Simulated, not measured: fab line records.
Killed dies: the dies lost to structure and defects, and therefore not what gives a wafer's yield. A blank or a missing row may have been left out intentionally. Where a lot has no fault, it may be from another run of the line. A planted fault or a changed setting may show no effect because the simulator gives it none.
Which of the tools did it? :: flow n5-finfet :: 8 lots, 24 wafers sampled, at 4 steps of a route of 1938

== WHAT THE GAUGES SHOWED, per wafer ==
N5_BEOL_M2_THK_MEAS_53: measures by xrf.
lot: L206
measured: day 6 22:46
on: film-metro-01
M2_THK (nm): 37.0 39.7 38.1

lot: L208
measured: day 8 06:28
on: film-metro-02
M2_THK (nm): 39.5 39.7 38.9

lot: L210
measured: day 8 15:01
on: film-metro-01
M2_THK (nm): 40.1 40.6 41.9

lot: L215
measured: day 11 03:38
on: film-metro-01
M2_THK (nm): 41.3 39.6 38.9

lot: L217
measured: day 11 19:23
on: film-metro-01
M2_THK (nm): 41.2 41.3 40.4

lot: L225
measured: day 13 08:59
on: film-metro-01
M2_THK (nm): 303.1 307.9 305.5

lot: L228
measured: day 14 14:58
on: film-metro-02
M2_THK (nm): 300.7 297.7 301.5

lot: L229
measured: day 14 18:43
on: film-metro-01
M2_THK (nm): 38.6 38.7 37.4

== WHAT TOOL EACH LOT RAN ON (gives the tool, then ch and the chambers of the sampled wafers, and finally the start) ==
lot: L206
N5_BEOL_M2_SPUTTER_92: pvd-sputter-03, day 6 20:32
N5_BEOL_M2_ANNEAL_93: pvd-sputter-03, day 6 20:37
N5_BEOL_M2_CMP_52: cmp-01 ch 1,2, day 6 22:28

lot: L208
N5_BEOL_M2_SPUTTER_92: pvd-sputter-02, day 8 05:14
N5_BEOL_M2_ANNEAL_93: pvd-sputter-02, day 8 05:19
N5_BEOL_M2_CMP_52: cmp-03 ch 0,1,3, day 8 06:11

lot: L210
N5_BEOL_M2_SPUTTER_92: pvd-sputter-02, day 8 13:47
N5_BEOL_M2_ANNEAL_93: pvd-sputter-02, day 8 13:52
N5_BEOL_M2_CMP_52: cmp-04 ch 0,1,2, day 8 14:48

lot: L215
N5_BEOL_M2_SPUTTER_92: pvd-sputter-02, day 11 02:24
N5_BEOL_M2_ANNEAL_93: pvd-sputter-02, day 11 02:29
N5_BEOL_M2_CMP_52: cmp-04 ch 0,1,3, day 11 03:22

lot: L217
N5_BEOL_M2_SPUTTER_92: pvd-sputter-03, day 11 18:08
N5_BEOL_M2_ANNEAL_93: pvd-sputter-03, day 11 18:13
N5_BEOL_M2_CMP_52: cmp-04 ch 0,1,3, day 11 19:10

lot: L225
N5_BEOL_M2_SPUTTER_92: pvd-sputter-01, day 13 07:46
N5_BEOL_M2_ANNEAL_93: pvd-sputter-01, day 13 07:50
N5_BEOL_M2_CMP_52: cmp-04 ch 1,3, day 13 08:44

lot: L228
N5_BEOL_M2_SPUTTER_92: pvd-sputter-03, day 14 13:44
N5_BEOL_M2_ANNEAL_93: pvd-sputter-03, day 14 13:49
N5_BEOL_M2_CMP_52: cmp-01 ch 1,2,3, day 14 14:40

lot: L229
N5_BEOL_M2_SPUTTER_92: pvd-sputter-03, day 14 17:19
N5_BEOL_M2_ANNEAL_93: pvd-sputter-03, day 14 17:23
N5_BEOL_M2_CMP_52: cmp-03 ch 0,2,3, day 14 18:30
- N5_BEOL_M2_SPUTTER_92: material Cu, target thk 4.5 nm, time 8.29 s.
- N5_BEOL_M2_ANNEAL_93: time 240 s.
- N5_BEOL_M2_CMP_52: polishes, stops on SiOC, t overpolish 6.8 s, target thk 40 nm.

== THE ANSWER, worked out from the rows above alone ==
Rule: what is usual is taken from the lots themselves. Put in order of their means at a reading, lots are off if they are a third of the lots or fewer, leave a main group of 4 or more, and stand apart from it by a gap of 3 or more times the standard deviation of the main group's means; of several such gaps the widest counts. If all means in a main group match to the digits the tables above print for the reading, that group is not used. A lot without any number at a reading at which 4 lots or more have one is off too. All remaining lots with rows at the step are treated as sound.
Off: L225, L228, seen at N5_BEOL_M2_THK_MEAS_53 (M2_THK). Mean 39.6 nm and standard deviation 1.1 in the main group.
If a tool, at a process step before that reading, ran all the lots that are off and no sound lot after the first of them, it fits. Gauges at N5_BEOL_M2_THK_MEAS_53: tried the same way as those tools. None of those tried fits.

== WHAT HAD BEEN PUT IN BY THE SIMULATOR ==
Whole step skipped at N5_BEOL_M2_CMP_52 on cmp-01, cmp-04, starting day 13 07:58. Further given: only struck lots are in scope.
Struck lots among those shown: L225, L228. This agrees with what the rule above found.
